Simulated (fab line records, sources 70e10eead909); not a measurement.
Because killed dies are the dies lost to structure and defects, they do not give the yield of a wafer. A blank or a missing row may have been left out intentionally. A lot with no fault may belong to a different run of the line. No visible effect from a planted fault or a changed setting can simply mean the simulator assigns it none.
fab line records -- flow nandHarc
[record] lots = 12, wafers = 36, lastDay = 24
route steps=1159 shown P_CONTACT@249 P_M0@273 END@1159
lots that met no fault: from a run of the same line without faults
startH: start of the lot's first displayed wafer, in hours after the record's first day -- waitH: hours from the lot's prior step to this one -- " repeats the value in the row above -- L1.1+2: a row that stands for several wafers -- - no value present, or no start provided -- * or withheld: withheld -- < > ~ a bound
route shown NAME@n: a module of which the file shows steps, and the number in the route of the first -- usual: mean and standard deviation over wafers with no fault -- same: alike in all rows -- chamber/n: place in a boat -- sites: each site's reading -- _std_site: the values' standard deviation -- _edge_site: inner sites' mean taken away from outer sites' mean -- radiusMm: how far each site lies from the wafer's centre -- mask NAME#n: copy n -- behind: the most recent tool/chamber to have shaped the wafer -- hold: cause of the lot's hold/its duration in hours/its outcome -- device: which transistor (n, p or np) failed to switch -- end of line: the route-end tests of the same wafers -- a step given without rows: its recipe and nothing more -- killed: not the wafer's yield, but the dies lost to structure and defects at the first sort -- map: shows each die of a wafer: x if killed, . if not, _ if none is there
set.NAME: the run value of the setting; set.NAME@STEP: its run value at that earlier step -- model.NAME: the simulator's own value behind a step, which no gauge read
a sample of lots followed through the steps of the route, with each step as a table and each wafer as a row
services: a tool's chamber out of use, with start hour (startH, from the record's first day; less than 0 if before it), hours out, and reason
[[steps]]
[step NHARC_P_CONTACT_CMP_24]
[recipe] tOverpolishS = 30, targetThkNm = 200
[usual] motorCurrentA = 11.6/0.98, overpolishRunS = 30.001/0.0098, timeToEndpointS = 39.4/2
lot.wafer,tool,chamber,startH,waitH,motorCurrentA,overpolishRunS,timeToEndpointS
L434.1,cmp-04,0,109.57,0.5,12.3,29.998,39.4
L434.3,cmp-04,2,109.57,0.5,12.0,29.995,39.1
L434.5,cmp-04,0,109.57,0.5,12.4,30.000,39.5
L435.2,cmp-02,3,123.51,0.5,13.8,29.996,38.6
L435.3,cmp-02,2,123.51,0.5,12.6,30.012,38.1
L435.6,cmp-02,0,123.51,0.5,9.5,29.989,40.5
L438.2,cmp-03,1,132.14,0.5,11.8,30.019,37.3
L438.5,cmp-03,2,132.14,0.5,11.7,29.993,39.7
L438.6,cmp-03,3,132.14,0.5,12.1,29.990,36.9
L439.1,cmp-04,2,151.75,0.5,11.3,30.005,42.3
L439.4,cmp-04,0,151.75,0.5,11.6,30.003,41.8
L439.6,cmp-04,3,151.75,0.5,11.0,29.991,42.5
L441.3,cmp-04,0,156.09,0.3,11.6,30.010,38.5
L441.1,cmp-04,2,156.09,0.3,11.8,30.010,39.0
L441.6,cmp-04,3,156.09,0.3,10.9,29.985,38.4
L445.1,cmp-02,2,174.41,0.5,13.9,30.002,41.3
L445.4,cmp-02,3,174.41,0.5,13.1,29.991,40.5
L445.3,cmp-02,0,174.41,0.5,9.8,29.998,41.1
L444.2,cmp-03,0,175.79,0.5,11.0,30.009,39.1
L444.3,cmp-03,1,175.79,0.5,12.4,30.009,38.5
L444.6,cmp-03,3,175.79,0.5,12.2,29.984,41.9
L446.2,cmp-02,1,188.87,0.6,10.7,29.986,37.1
L446.4,cmp-02,3,188.87,0.6,12.4,29.979,42.3
L446.5,cmp-02,1,188.87,0.6,11.0,29.976,40.1
L449.1,cmp-02,3,211.41,1.0,12.8,29.997,40.7
L449.4,cmp-02,1,211.41,1.0,10.9,29.999,40.9
L449.5,cmp-02,0,211.41,1.0,10.0,30.014,38.3
L455.4,cmp-04,3,239.66,0.4,11.9,30.008,39.4
L455.2,cmp-04,2,239.66,0.4,11.7,30.022,39.8
L455.5,cmp-04,3,239.66,0.4,11.6,29.996,37.3
L457.2,cmp-03,3,244.27,0.6,11.6,29.998,38.9
L457.3,cmp-03,0,244.27,0.6,11.1,30.000,39.4
L457.1,cmp-03,1,244.27,0.6,11.3,30.014,33.3
L456.4,cmp-02,0,245.17,0.4,9.3,29.987,35.4
L456.1,cmp-02,2,245.17,0.4,12.9,30.009,36.4
L456.5,cmp-02,0,245.17,0.4,9.7,30.002,39.9
[step NHARC_P_M0_PRE_CLEAN_29]
[recipe] timeS = 30, tempC = 280, gas = H2/He
[usual] heaterPowerW = 432/34
lot.wafer,tool,chamber,startH,waitH,heaterPowerW
L434.3,pvdSputter-01,-,-,-,393
L434.1,pvdSputter-01,-,-,-,440
L434.5,pvdSputter-01,-,-,-,401
L435.3,pvdSputter-03,-,-,-,455
L435.2,pvdSputter-03,-,-,-,480
L435.6,pvdSputter-03,-,-,-,395
L438.2,pvdSputter-02,-,-,-,435
L438.5,pvdSputter-02,-,-,-,440
L438.6,pvdSputter-02,-,-,-,474
L439.4,pvdSputter-03,-,-,-,403
L439.1,pvdSputter-03,-,-,-,470
L439.6,pvdSputter-03,-,-,-,408
L441.1,pvdSputter-02,-,-,-,448
L441.3,pvdSputter-02,-,-,-,454
L441.6,pvdSputter-02,-,-,-,441
L445.3,pvdSputter-01,-,-,-,448
L445.4,pvdSputter-01,-,-,-,405
L445.1,pvdSputter-01,-,-,-,368
L444.3,pvdSputter-03,-,-,-,448
L444.2,pvdSputter-03,-,-,-,407
L444.6,pvdSputter-03,-,-,-,457
L446.2,pvdSputter-03,-,-,-,397
L446.4,pvdSputter-03,-,-,-,465
L446.5,pvdSputter-03,-,-,-,450
L449.4,pvdSputter-03,-,-,-,404
L449.1,pvdSputter-03,-,-,-,469
L449.5,pvdSputter-03,-,-,-,467
L455.2,pvdSputter-02,-,-,-,470
L455.4,pvdSputter-02,-,-,-,416
L455.5,pvdSputter-02,-,-,-,416
L457.1,pvdSputter-02,-,-,-,442
L457.3,pvdSputter-02,-,-,-,422
L457.2,pvdSputter-02,-,-,-,481
L456.4,pvdSputter-01,-,-,-,370
L456.1,pvdSputter-01,-,-,-,461
L456.5,pvdSputter-01,-,-,-,390
[step NHARC_P_M0_PVD_20]
[recipe] targetThkA = 50, biasV = 168.6, powerW = 15000, chamberPressurePa = 0.12, timeS = 8.06, substrateTempC = 50, material = TaN
[usual] throttleValvePct = 30.1/0.77
lot.wafer,tool,chamber,startH,waitH,throttleValvePct
L434.3,pvdSputter-01,-,-,-,30.0
L434.1,pvdSputter-01,-,-,-,29.1
L434.5,pvdSputter-01,-,-,-,29.7
L435.3,pvdSputter-03,-,-,-,29.8
L435.2,pvdSputter-03,-,-,-,30.0
L435.6,pvdSputter-03,-,-,-,29.6
L438.2,pvdSputter-02,-,-,-,31.5
L438.5,pvdSputter-02,-,-,-,28.7
L438.6,pvdSputter-02,-,-,-,31.3
L439.1,pvdSputter-03,-,-,-,30.0
L439.4,pvdSputter-03,-,-,-,30.0
L439.6,pvdSputter-03,-,-,-,29.6
L441.3,pvdSputter-02,-,-,-,31.2
L441.1,pvdSputter-02,-,-,-,29.9
L441.6,pvdSputter-02,-,-,-,31.2
L445.4,pvdSputter-01,-,-,-,30.5
L445.3,pvdSputter-01,-,-,-,29.7
L445.1,pvdSputter-01,-,-,-,29.1
L444.2,pvdSputter-03,-,-,-,30.0
L444.3,pvdSputter-03,-,-,-,29.1
L444.6,pvdSputter-03,-,-,-,30.4
L446.4,pvdSputter-03,-,-,-,30.2
L446.2,pvdSputter-03,-,-,-,30.0
L446.5,pvdSputter-03,-,-,-,29.0
L449.4,pvdSputter-03,-,-,-,29.7
L449.1,pvdSputter-03,-,-,-,30.1
L449.5,pvdSputter-03,-,-,-,30.4
L455.2,pvdSputter-02,-,-,-,30.4
L455.4,pvdSputter-02,-,-,-,31.8
L455.5,pvdSputter-02,-,-,-,30.5
L457.3,pvdSputter-02,-,-,-,29.1
L457.1,pvdSputter-02,-,-,-,30.1
L457.2,pvdSputter-02,-,-,-,32.3
L456.4,pvdSputter-01,-,-,-,29.8
L456.1,pvdSputter-01,-,-,-,29.2
L456.5,pvdSputter-01,-,-,-,30.7
[step NHARC_P_M0_ECD_22]
[recipe] targetThkA = 4000, bathTempC = 25, material = Cu
lot.wafer,tool,chamber,startH,waitH
L434.1+3+5,ecdCu-02,"1,0,1",112.26,-
L435.2+3+6,ecdCu-02,"1,0,1",126.41,-
L438.2+5+6,ecdCu-02,"1,1,0",134.92,-
L439.1+4+6,ecdCu-01,"0,0,1",154.40,-
L441.1+3+6,ecdCu-01,"1,0,0",159.13,-
L445.1+3+4,ecdCu-02,"0,0,1",177.10,-
L444.2+3+6,ecdCu-02,"0,0,1",178.61,-
L446.2+4+5,ecdCu-01,"0,1,1",191.77,-
L449.1+4+5,ecdCu-01,1,214.18,-
L455.2+4+5,ecdCu-01,"1,1,0",242.39,-
L457.1+2+3,ecdCu-01,"1,0,1",247.05,-
L456.1+4+5,ecdCu-02,0,247.95,-
[step NHARC_P_M0_CMP_23]
[recipe] tOverpolishS = 20, targetThkNm = 117.53
[usual] motorCurrentA = 11.7/0.85, timeToEndpointS = 28.4/2.1
lot.wafer,tool,chamber,startH,waitH,motorCurrentA,timeToEndpointS
L434.3,cmp-03,0,113.01,-,10.8,26.4
L434.1,cmp-03,2,113.01,-,12.4,29.1
L434.5,cmp-03,3,113.01,-,12.0,27.3
L435.2,cmp-01,0,127.08,-,10.9,29.1
L435.3,cmp-01,2,127.08,-,11.6,26.1
L435.6,cmp-01,0,127.08,-,12.1,26.6
L438.2,cmp-04,1,135.75,-,10.2,30.5
L438.6,cmp-04,2,135.75,-,11.8,31.7
L438.5,cmp-04,3,135.75,-,11.1,32.6
L439.1,cmp-04,0,155.13,-,12.8,26.6
L439.4,cmp-04,2,155.13,-,11.3,28.5
L439.6,cmp-04,1,155.13,-,10.9,26.6
L441.3,cmp-01,2,159.83,-,11.5,28.9
L441.1,cmp-01,3,159.83,-,13.3,26.6
L441.6,cmp-01,2,159.83,-,11.1,27.0
L445.4,cmp-04,1,177.85,-,10.0,26.8
L445.3,cmp-04,2,177.85,-,12.1,30.2
L445.1,cmp-04,3,177.85,-,11.0,31.0
L444.2,cmp-01,1,179.32,-,12.4,26.8
L444.3,cmp-01,2,179.32,-,11.6,23.6
L444.6,cmp-01,1,179.32,-,11.9,25.3
L446.4,cmp-01,3,192.48,-,13.5,27.3
L446.2,cmp-01,0,192.48,-,11.1,32.5
L446.5,cmp-01,3,192.48,-,13.0,29.1
L449.1,cmp-03,3,214.93,-,11.4,29.4
L449.4,cmp-03,0,214.93,-,11.4,30.1
L449.5,cmp-03,3,214.93,-,11.9,31.7
L455.2,cmp-04,2,243.10,-,11.0,12.3
L455.4,cmp-04,3,243.10,-,11.4,28.5
L455.5,cmp-04,1,243.10,-,10.8,27.0
L457.3,cmp-03,3,247.80,-,12.0,10.6
L457.1,cmp-03,1,247.80,-,12.2,11.7
L457.2,cmp-03,2,247.80,-,12.1,12.7
L456.4,cmp-03,3,248.67,-,12.3,30.3
L456.1,cmp-03,0,248.67,-,11.0,32.1
L456.5,cmp-03,3,248.67,-,12.6,30.3
[step NHARC_END_SORT_01]
[recipe] tempC = 25
[usual] defectLimitedYield = 95.2/1.6, killedAtArray = 28/11, killedAtOther = 0.8/1.3, killedAtPeriphery = 3.6/2.5, killedDies = 32/11, killedOpen = 3.0/1.8, killedShort = 2.0/1.5, sort_bin_2_pct = 1.5/0.66, sort_bin_3_pct = 0.25/0.23, sort_bin_4_pct = 3.0/1.1, sortNPass = 645/11, sortRimYieldPct = 96.0/2.9, sortYieldPct = 95.2/1.6
[same] grossDies = 677, sort_bin_5_pct[%] = 0, sort_bin_6_pct[%] = 0, sort_bin_7_pct[%] = 0, sort_bin_8_pct[%] = 0, sortRimNGross = 106.00
lot.wafer,tool,chamber,startH,waitH,defectLimitedYield[%],killedAtArray,killedAtOther,killedAtPeriphery,killedDies,killedOpen,killedShort,sort_bin_2_pct[%],sort_bin_3_pct[%],sort_bin_4_pct[%],sortNPass,sortRimYieldPct[%],sortYieldPct[%]
L435.2,prober-02,0,462.46,2.8,96.0,26,0,1,27,1,1,1.5,0,2.5,650,98.1,96.0
L435.3,prober-02,0,463.26,3.1,95.6,26,0,4,30,1,3,1.0,0.15,3.2,647,94.3,95.6
L435.6,prober-02,0,465.64,4.0,96.3,24,0,1,25,1,1,1.2,0.30,2.2,652,98.1,96.3
L434.1,prober-01,0,469.61,2.5,95.6,30,0,0,30,2,1,1.2,0.15,3.1,647,99.1,95.6
L434.3,prober-01,0,471.19,3.1,96.5,21,0,3,24,2,2,1.2,0.44,1.9,653,100.0,96.5
L434.5,prober-01,0,472.78,3.7,96.6,23,0,0,23,3,0,1.2,0.15,2.1,654,99.1,96.6
L438.2,prober-02,0,478.06,2.8,96.2,23,0,3,26,2,2,1.3,0,2.5,651,95.3,96.2
L438.5,prober-02,0,480.47,3.7,92.0,49,0,5,54,6,2,3.1,0.15,4.7,623,92.5,92.0
L438.6,prober-02,0,481.28,4.0,95.3,31,0,1,32,3,2,1.5,0.44,2.8,645,95.3,95.3
L439.1,prober-02,0,492.89,2.5,96.9,13,0,8,21,4,5,0.9,0.15,2.1,656,99.1,96.9
L439.4,prober-02,0,495.30,3.4,96.8,18,1,3,22,3,7,1.2,0.15,1.9,655,96.2,96.8
L439.6,prober-02,0,496.90,4.0,97.9,11,1,2,14,0,2,0.6,0,1.5,663,98.1,97.9
L441.1,prober-01,0,493.05,2.5,97.8,11,0,4,15,1,1,0.9,0.15,1.2,662,97.2,97.8
L441.3,prober-01,0,494.65,3.1,98.4,7,0,4,11,1,1,0.3,0,1.3,666,100.0,98.4
L441.6,prober-01,0,497.04,4.0,97.8,14,0,1,15,2,1,0.3,0,1.9,662,100.0,97.8
L445.1,prober-01,0,508.69,2.5,93.5,38,1,5,44,2,6,1.8,0.30,4.4,633,96.2,93.5
L445.3,prober-01,0,510.29,3.1,95.6,24,1,5,30,6,0,1.6,0.30,2.5,647,88.7,95.6
L445.4,prober-01,0,511.09,3.4,94.1,34,0,6,40,2,6,2.4,0.30,3.2,637,99.1,94.1
L444.2,prober-02,0,509.32,2.8,95.0,33,0,1,34,3,2,1.3,0.59,3.1,643,99.1,95.0
L444.3,prober-02,0,510.12,3.1,96.0,24,0,3,27,3,2,1.0,0.15,2.8,650,100.0,96.0
L444.6,prober-02,0,512.51,4.0,95.4,27,0,4,31,2,2,1.3,0.15,3.1,646,97.2,95.4
L446.2,prober-01,0,517.33,2.8,96.5,20,1,3,24,2,4,1.3,0,2.2,653,94.3,96.5
L446.4,prober-01,0,518.96,3.5,95.9,21,0,7,28,2,4,1.6,0.15,2.4,649,95.3,95.9
L446.5,prober-01,0,519.77,3.8,93.9,32,2,7,41,2,2,2.5,0.44,3.1,636,99.1,93.9
L449.1,prober-01,0,540.05,2.5,94.2,35,0,4,39,4,7,2.8,0.74,2.2,638,94.3,94.2
L449.4,prober-01,0,542.46,3.4,93.4,38,1,6,45,4,2,2.1,0.15,4.4,632,94.3,93.4
L449.5,prober-01,0,543.26,3.7,94.1,38,1,1,40,2,3,2.2,0,3.7,637,97.2,94.1
L457.1,prober-02,0,556.21,2.5,96.3,22,0,3,25,4,3,1.6,0.30,1.8,652,92.5,96.3
L457.2,prober-02,0,557.01,2.8,94.5,33,0,4,37,4,4,1.9,0.15,3.4,640,97.2,94.5
L457.3,prober-02,0,557.81,3.1,95.6,28,0,2,30,2,4,1.3,0.44,2.7,647,91.5,95.6
L456.1,prober-01,0,570.12,2.5,95.1,31,0,2,33,4,3,1.2,0.44,3.2,644,99.1,95.1
L456.4,prober-01,0,572.51,3.4,96.9,17,0,4,21,4,2,1.5,0.15,1.5,656,98.1,96.9
L456.5,prober-01,0,573.31,3.7,95.7,26,0,3,29,8,0,1.0,0.59,2.7,648,94.3,95.7
L455.2,prober-02,0,577.86,2.8,92.0,50,2,2,54,2,2,2.4,0.30,5.3,623,91.5,92.0
L455.4,prober-02,0,579.48,3.4,92.3,47,3,2,52,4,4,2.7,0.30,4.7,625,97.2,92.3
L455.5,prober-02,0,580.29,3.7,91.7,50,0,6,56,5,5,2.1,0.89,5.3,621,97.2,91.7
// killed by level:class
L435.2 A_SLIT:chamberFilmFlake=12 A_STAIRCASE:chamberFilmFlake=4 A_CHANNEL_HOLE_D1:chamberFilmFlake=3 A_WL_FILL:chamberFilmFlake=2 A_CONTACT:chamberFilmFlake=2 A_CHANNEL_HOLE_D1:geometricParticle:open=1 A_SGD_CUT:geometricParticle:short=1 P_STI:chamberFilmFlake=1
L435.3 A_STAIRCASE:chamberFilmFlake=8 A_SLIT:chamberFilmFlake=8 A_CONTACT:chamberFilmFlake=3 A_ONON_D1:geometricParticle:short=2 P_ZERO_WELL:chamberFilmFlake=2 A_CHANNEL_HOLE_D1:chamberFilmFlake=2 P_M0:geometricParticle:short=1 A_CONTACT:geometricParticle:open=1
L435.6 A_SLIT:chamberFilmFlake=14 A_STAIRCASE:chamberFilmFlake=6 A_ONON_D1:geometricParticle:short=1 A_SGD_CUT:geometricParticle:open=1 P_M2:chamberFilmFlake=1 A_CHANNEL_FILL_D1:chamberFilmFlake=1 A_CONTACT:chamberFilmFlake=1
L434.1 A_SLIT:chamberFilmFlake=16 A_CHANNEL_HOLE_D1:chamberFilmFlake=4 A_CHANNEL_FILL_D1:chamberFilmFlake=3 A_STAIRCASE:chamberFilmFlake=3 A_WL_FILL:geometricParticle:short=1 A_WL_FILL:geometricParticle:open=1 A_BLC:geometricParticle:open=1 A_CONTACT:chamberFilmFlake=1
L434.3 A_SLIT:chamberFilmFlake=10 A_CONTACT:chamberFilmFlake=3 A_CHANNEL_HOLE_D1:chamberFilmFlake=2 A_STAIRCASE:chamberFilmFlake=2 P_CONTACT:geometricParticle:short=1 P_M1:geometricParticle:open=1 A_SOURCE_PLATE:geometricParticle:short=1 A_WL_FILL:geometricParticle:open=1
L434.5 A_SLIT:chamberFilmFlake=9 A_CHANNEL_HOLE_D1:chamberFilmFlake=4 A_STAIRCASE:chamberFilmFlake=4 A_CONTACT:geometricParticle:open=2 A_CONTACT:chamberFilmFlake=2 A_BLC:geometricParticle:open=1 A_CHANNEL_FILL_D1:chamberFilmFlake=1
L438.2 A_SLIT:chamberFilmFlake=10 A_CHANNEL_HOLE_D1:chamberFilmFlake=5 A_CONTACT:chamberFilmFlake=5 P_CONTACT:geometricParticle:short=1 P_CONTACT:geometricParticle:open=1 P_M0:geometricParticle:open=1 A_M1:geometricParticle:short=1 A_CHANNEL_FILL_D1:chamberFilmFlake=1
L438.5 A_SLIT:chamberFilmFlake=17 A_CHANNEL_HOLE_D1:chamberFilmFlake=15 A_CONTACT:chamberFilmFlake=5 A_WL_FILL:chamberFilmFlake=4 A_WL_FILL:geometricParticle:short=2 A_BLC:geometricParticle:open=2 P_STI:chamberFilmFlake=2 A_BONDPAD:chamberFilmFlake=2
L438.6 A_SLIT:chamberFilmFlake=10 A_CHANNEL_HOLE_D1:chamberFilmFlake=8 A_WL_FILL:chamberFilmFlake=3 A_CONTACT:chamberFilmFlake=2 A_BONDPAD:chamberFilmFlake=2 A_ONON_D1:geometricParticle:open=1 A_CHANNEL_FILL_D1:geometricParticle:open=1 A_CHANNEL_FILL_D1:geometricParticle:short=1
L439.1 A_STAIRCASE:chamberFilmFlake=3 P_CONTACT:geometricParticle:short=2 P_M0:geometricParticle:open=2 A_CHANNEL_FILL_D1:geometricParticle:short=2 A_ZERO_WELL:chamberFilmFlake=2 A_CHANNEL_HOLE_D1:chamberFilmFlake=2 A_CONTACT:chamberFilmFlake=2 P_M1:geometricParticle:short=1
L441.1 A_STAIRCASE:chamberFilmFlake=5 P_GATE:chamberFilmFlake=3 A_CHANNEL_HOLE_D1:chamberFilmFlake=3 A_CHANNEL_FILL_D1:geometricParticle:open=1 A_BLC:geometricParticle:short=1 P_STI:chamberFilmFlake=1 A_CONTACT:chamberFilmFlake=1
L441.3 A_CONTACT:chamberFilmFlake=3 A_CONTACT:geometricParticle:short=1 A_M1:geometricParticle:open=1 P_STI:chamberFilmFlake=1 P_GATE:chamberFilmFlake=1 P_M2:chamberFilmFlake=1 P_BONDPAD:chamberFilmFlake=1 A_CHANNEL_HOLE_D1:chamberFilmFlake=1
L439.4 A_STAIRCASE:chamberFilmFlake=5 A_WL_FILL:geometricParticle:short=3 A_CHANNEL_HOLE_D1:chamberFilmFlake=2 A_CONTACT:chamberFilmFlake=2 P_STI:geometricParticle:short=1 P_M1:geometricParticle:open=1 A_ONON_D1:geometricParticle:short=1 A_CHANNEL_FILL_D1:geometricParticle:short=1
L439.6 A_CHANNEL_HOLE_D1:chamberFilmFlake=4 P_ZERO_WELL:chamberFilmFlake=2 A_STAIRCASE:chamberFilmFlake=2 A_ONON_D1:geometricParticle:short=1 A_CHANNEL_FILL_D1:geometricParticle:short=1 A_ZERO_WELL:chamberFilmFlake=1 A_SLIT:chamberFilmFlake=1 A_CONTACT:chamberFilmFlake=1
L441.6 A_CHANNEL_HOLE_D1:chamberFilmFlake=7 A_CONTACT:chamberFilmFlake=2 A_ONON_D1:geometricParticle:open=1 A_CHANNEL_FILL_D1:geometricParticle:short=1 A_SLIT:geometricParticle:open=1 P_GATE:chamberFilmFlake=1 A_STAIRCASE:chamberFilmFlake=1 A_SLIT:chamberFilmFlake=1
L445.1 A_CHANNEL_HOLE_D1:chamberFilmFlake=20 P_M0:chamberFilmFlake=4 A_STAIRCASE:chamberFilmFlake=3 A_CONTACT:chamberFilmFlake=3 A_ONON_D1:geometricParticle:short=2 A_CHANNEL_FILL_D1:geometricParticle:short=2 A_ZERO_WELL:chamberFilmFlake=2 A_SGD_CUT:geometricParticle:short=1
L444.2 A_SLIT:chamberFilmFlake=17 A_CHANNEL_HOLE_D1:chamberFilmFlake=5 A_WL_FILL:chamberFilmFlake=3 A_WL_FILL:geometricParticle:short=2 A_CONTACT:geometricParticle:open=2 A_CONTACT:chamberFilmFlake=2 A_CHANNEL_HOLE_D1:geometricParticle:open=1 P_M0:chamberFilmFlake=1
L444.3 A_SLIT:chamberFilmFlake=16 A_CHANNEL_HOLE_D1:chamberFilmFlake=2 A_WL_FILL:chamberFilmFlake=2 P_CONTACT:geometricParticle:open=1 P_M0:geometricParticle:open=1 A_CHANNEL_FILL_D1:geometricParticle:short=1 A_STAIRCASE:geometricParticle:short=1 A_CONTACT:geometricParticle:open=1
L445.3 A_CHANNEL_HOLE_D1:chamberFilmFlake=8 A_STAIRCASE:chamberFilmFlake=6 P_BONDPAD:chamberFilmFlake=2 A_ZERO_WELL:chamberFilmFlake=2 A_WL_FILL:chamberFilmFlake=2 A_CONTACT:chamberFilmFlake=2 P_GATE:geometricParticle:open=1 P_M0:geometricParticle:open=1
L445.4 A_CHANNEL_HOLE_D1:chamberFilmFlake=17 A_STAIRCASE:chamberFilmFlake=6 A_CONTACT:chamberFilmFlake=3 A_CHANNEL_HOLE_D1:geometricParticle:short=2 A_CHANNEL_FILL_D1:geometricParticle:short=2 A_WL_FILL:geometricParticle:short=2 P_STI:chamberFilmFlake=2 P_M0:chamberFilmFlake=2
L444.6 A_SLIT:chamberFilmFlake=19 A_STAIRCASE:chamberFilmFlake=3 P_M0:geometricParticle:open=2 A_CHANNEL_FILL_D1:geometricParticle:short=1 A_M0:geometricParticle:short=1 P_ZERO_WELL:chamberFilmFlake=1 P_BONDPAD:chamberFilmFlake=1 A_CHANNEL_HOLE_D1:chamberFilmFlake=1
L446.2 A_CHANNEL_HOLE_D1:chamberFilmFlake=8 A_STAIRCASE:chamberFilmFlake=3 A_CONTACT:chamberFilmFlake=2 A_M1:chamberFilmFlake=2 P_GATE:geometricParticle:short=1 P_M0:geometricParticle:short=1 A_WL_FILL:geometricParticle:short=1 A_CONTACT:geometricParticle:open=1
L446.4 A_CHANNEL_HOLE_D1:chamberFilmFlake=7 P_CONTACT:chamberFilmFlake=5 A_M1:chamberFilmFlake=5 A_STAIRCASE:chamberFilmFlake=3 A_SGD_CUT:geometricParticle:short=2 P_CONTACT:geometricParticle:open=1 A_SOURCE_PLATE:geometricParticle:short=1 A_ONON_D1:geometricParticle:short=1
L446.5 A_CHANNEL_HOLE_D1:chamberFilmFlake=18 P_CONTACT:chamberFilmFlake=6 A_M1:chamberFilmFlake=5 A_ZERO_WELL:chamberFilmFlake=2 THIN_TSV:chamberFilmFlake=2 A_STAIRCASE:chamberFilmFlake=2 P_M1:geometricParticle:short=1 A_ONON_D1:geometricParticle:short=1
L449.1 A_SLIT:chamberFilmFlake=14 A_CHANNEL_HOLE_D1:chamberFilmFlake=5 A_CONTACT:chamberFilmFlake=5 A_SGD_CUT:geometricParticle:short=3 A_CONTACT:geometricParticle:open=2 A_CHANNEL_FILL_D1:chamberFilmFlake=2 P_CONTACT:geometricParticle:short=1 P_CONTACT:geometricParticle:open=1
L449.4 A_SLIT:chamberFilmFlake=16 A_CHANNEL_HOLE_D1:chamberFilmFlake=7 A_CHANNEL_FILL_D1:chamberFilmFlake=4 A_STAIRCASE:chamberFilmFlake=4 A_CONTACT:chamberFilmFlake=4 A_CONTACT:geometricParticle:open=2 P_M1:chamberFilmFlake=2 P_CONTACT:geometricParticle:short=1
L449.5 A_SLIT:chamberFilmFlake=20 A_CHANNEL_HOLE_D1:chamberFilmFlake=7 A_CHANNEL_FILL_D1:chamberFilmFlake=2 A_STAIRCASE:chamberFilmFlake=2 A_CONTACT:chamberFilmFlake=2 A_ONON_D1:geometricParticle:open=1 A_CHANNEL_FILL_D1:geometricParticle:short=1 A_SGD_CUT:geometricParticle:short=1
L457.1 A_CHANNEL_HOLE_D1:chamberFilmFlake=14 P_M0:geometricParticle:open=1 P_M1:geometricParticle:open=1 A_ONON_D1:geometricParticle:open=1 A_ONON_D1:geometricParticle:short=1 A_CHANNEL_FILL_D1:geometricParticle:short=1 A_CONTACT:geometricParticle:short=1 A_BLC:geometricParticle:open=1
L457.2 A_CHANNEL_HOLE_D1:chamberFilmFlake=21 A_CONTACT:chamberFilmFlake=4 A_STAIRCASE:chamberFilmFlake=3 P_M0:geometricParticle:open=2 A_WL_FILL:geometricParticle:short=2 P_GATE:geometricParticle:open=1 P_M2:geometricParticle:short=1 A_ONON_D1:geometricParticle:short=1
L457.3 A_CHANNEL_HOLE_D1:chamberFilmFlake=15 A_STAIRCASE:chamberFilmFlake=4 A_CONTACT:chamberFilmFlake=3 A_WL_FILL:geometricParticle:short=2 P_M2:geometricParticle:short=1 A_CHANNEL_HOLE_D1:geometricParticle:short=1 A_CONTACT:geometricParticle:open=1 A_BLC:geometricParticle:open=1
L456.1 A_CHANNEL_HOLE_D1:chamberFilmFlake=10 A_ZERO_WELL:chamberFilmFlake=6 A_CONTACT:chamberFilmFlake=4 A_STAIRCASE:chamberFilmFlake=3 A_ONON_D1:geometricParticle:short=1 A_ONON_D1:geometricParticle:open=1 A_CHANNEL_HOLE_D1:geometricParticle:open=1 A_SGD_CUT:geometricParticle:short=1
L456.4 A_CHANNEL_HOLE_D1:chamberFilmFlake=5 A_STAIRCASE:chamberFilmFlake=5 A_CONTACT:chamberFilmFlake=4 A_M0:geometricParticle:open=2 P_STI:geometricParticle:short=1 P_CONTACT:geometricParticle:open=1 P_M1:geometricParticle:short=1 A_CONTACT:geometricParticle:open=1
L456.5 A_CHANNEL_HOLE_D1:chamberFilmFlake=10 A_CONTACT:chamberFilmFlake=5 A_CHANNEL_FILL_D1:geometricParticle:open=3 P_GATE:chamberFilmFlake=3 A_CHANNEL_HOLE_D1:geometricParticle:open=2 A_STAIRCASE:chamberFilmFlake=2 A_SLIT:geometricParticle:open=1 A_WL_FILL:geometricParticle:open=1
L455.2 A_SLIT:chamberFilmFlake=20 A_CHANNEL_HOLE_D1:chamberFilmFlake=12 A_WL_FILL:chamberFilmFlake=5 A_STAIRCASE:chamberFilmFlake=4 A_CONTACT:chamberFilmFlake=4 A_CHANNEL_HOLE_D1:geometricParticle:short=1 A_CHANNEL_FILL_D1:geometricParticle:short=1 A_SLIT:geometricParticle:open=1
L455.4 A_CHANNEL_HOLE_D1:chamberFilmFlake=15 A_SLIT:chamberFilmFlake=15 A_STAIRCASE:chamberFilmFlake=4 A_WL_FILL:chamberFilmFlake=3 A_CONTACT:chamberFilmFlake=3 HYBRID_BOND:chamberFilmFlake=2 A_M0:chamberFilmFlake=2 P_GATE:geometricParticle:short=1
L455.5 A_SLIT:chamberFilmFlake=19 A_CHANNEL_HOLE_D1:chamberFilmFlake=16 A_CONTACT:chamberFilmFlake=4 A_STAIRCASE:chamberFilmFlake=3 P_GATE:geometricParticle:open=2 P_M0:geometricParticle:open=2 A_CHANNEL_FILL_D1:geometricParticle:short=2 P_GATE:geometricParticle:short=1
[[services]]
tool,chamber,startH,hours,kind
cmp-01,-,87.20,4.0,pm
ecdCu-01,-,96.20,8.0,pm
pvdSputter-03,-,102.02,10.0,pm
cmp-04,-,105.16,4.0,pm
cmp-04,-,109.16,-,consumableReplace:conditioner
cmp-04,-,109.16,-,consumableReplace:pad
cmp-02,-,120.04,0.9,repair
cmp-02,-,129.79,4.0,pm
pvdSputter-03,-,133.31,2.0,repair
cmp-04,-,136.18,0.3,repair
pvdSputter-01,-,152.11,2.6,repair
cmp-03,-,156.13,4.0,pm
pvdSputter-01,-,158.00,10.0,pm
cmp-03,-,168.88,1.5,repair
ecdCu-02,-,180.26,8.0,pm
cmp-01,-,185.20,4.0,pm
cmp-03,-,187.96,3.7,repair
cmp-01,-,195.86,56.5,repair
cmp-04,-,203.16,4.0,pm
pvdSputter-02,-,206.14,3.0,repair
pvdSputter-02,-,214.00,10.0,pm
cmp-02,-,224.80,3.3,repair
cmp-02,-,228.13,4.0,pm
cmp-03,-,228.95,5.5,repair
[[key]]
[firstSign] step = NHARC_P_M0_CMP_23, reading = timeToEndpointS, direction = down, sigmas = 7.7, usual = *, struck = *
effect none on later readings
metAt NHARC_P_M0_ECD_22
struckLots L455,L457
struckWafers L455.2,L457.1,L457.2,L457.3
notActingAt NHARC_P_CONTACT_CMP_24,NHARC_P_M0_PRE_CLEAN_29,NHARC_P_M0_PVD_20
onsetBetween 214.18 242.39
[fault] kind = processParameterDrift, tool = ecdCu-01, chamber = -, onsetH = 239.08, steps = NHARC_P_M0_ECD_22, channel = targetThkA, offset = *, shape = step, endH = 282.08, scope = struckWafersOnly, actsIn = *, stated = *
